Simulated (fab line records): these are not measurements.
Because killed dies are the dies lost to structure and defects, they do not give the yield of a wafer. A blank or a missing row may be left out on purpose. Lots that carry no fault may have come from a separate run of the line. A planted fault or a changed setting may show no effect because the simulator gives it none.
Which tool was responsible? || flow nand_harc || 7 lots, 21 wafers sampled, at 2 steps of a route of 1159

WHAT EACH GAUGE READ, for each wafer
NHARC_THIN_TSV_THK_MEAS_02: measures by ir.
{"lot": "L362", "measured": "day 19 17:10", "on": "film_metro-01", "thk_nm (nm)": "2966 3044 3216"}
{"lot": "L367", "measured": "day 19 23:13", "on": "film_metro-02", "thk_nm (nm)": "3381 3081 3372"}
{"lot": "L371", "measured": "day 20 12:11", "on": "film_metro-01", "thk_nm (nm)": "2972 2888 3075"}
{"lot": "L370", "measured": "day 20 19:55", "on": "film_metro-02", "thk_nm (nm)": "2954 3117 2777"}
{"lot": "L375", "measured": "day 21 13:40", "on": "film_metro-02", "thk_nm (nm)": "2753 2880 2805"}
{"lot": "L381", "measured": "day 22 21:23", "on": "film_metro-01", "thk_nm (nm)": "3372 2976 3052"}
{"lot": "L384", "measured": "day 24 00:02", "on": "film_metro-01", "thk_nm (nm)": "3077 3054 3300"}

TOOL THAT RAN EACH LOT (tool first, then ch and the chambers of the sampled wafers, then the start)
{"lot": "L362", "NHARC_A_CONTACT_STRIP_108": "rie_diel-07 ch 0,1, day 17 04:05"}
{"lot": "L367", "NHARC_A_CONTACT_STRIP_108": "rie_diel-11 ch 0,1,3, day 18 06:25"}
{"lot": "L371", "NHARC_A_CONTACT_STRIP_108": "rie_diel-11 ch 1,3, day 18 23:26"}
{"lot": "L370", "NHARC_A_CONTACT_STRIP_108": "rie_diel-07 ch 0,1,3, day 19 08:12"}
{"lot": "L375", "NHARC_A_CONTACT_STRIP_108": "rie_diel-01 ch 0,1,2, day 19 19:04"}
{"lot": "L381", "NHARC_A_CONTACT_STRIP_108": "rie_diel-07 ch 0,1,2, day 21 14:17"}
{"lot": "L384", "NHARC_A_CONTACT_STRIP_108": "rie_diel-01 ch 1,3, day 22 11:23"}
- NHARC_A_CONTACT_STRIP_108: strips in CF4/CHF3.

THE ANSWER, worked out from the rows above alone
Rule: usual is defined by the lots themselves. Put in order of their means at a reading, lots are off if they are a third of the lots or fewer, leave a main group of 4 or more, and stand apart from it by a gap of 3 or more times the standard deviation of the main group's means; of several such gaps the widest counts. A main group is skipped when, at the precision printed for the reading in the tables above, its means are all equal. A lot without any number at a reading at which 4 lots or more have one is off too. The other lots that the step has rows for count as sound.
None of the lots is off at any reading shown; this tells nothing.

WHAT THE SIMULATOR HAD PUT IN
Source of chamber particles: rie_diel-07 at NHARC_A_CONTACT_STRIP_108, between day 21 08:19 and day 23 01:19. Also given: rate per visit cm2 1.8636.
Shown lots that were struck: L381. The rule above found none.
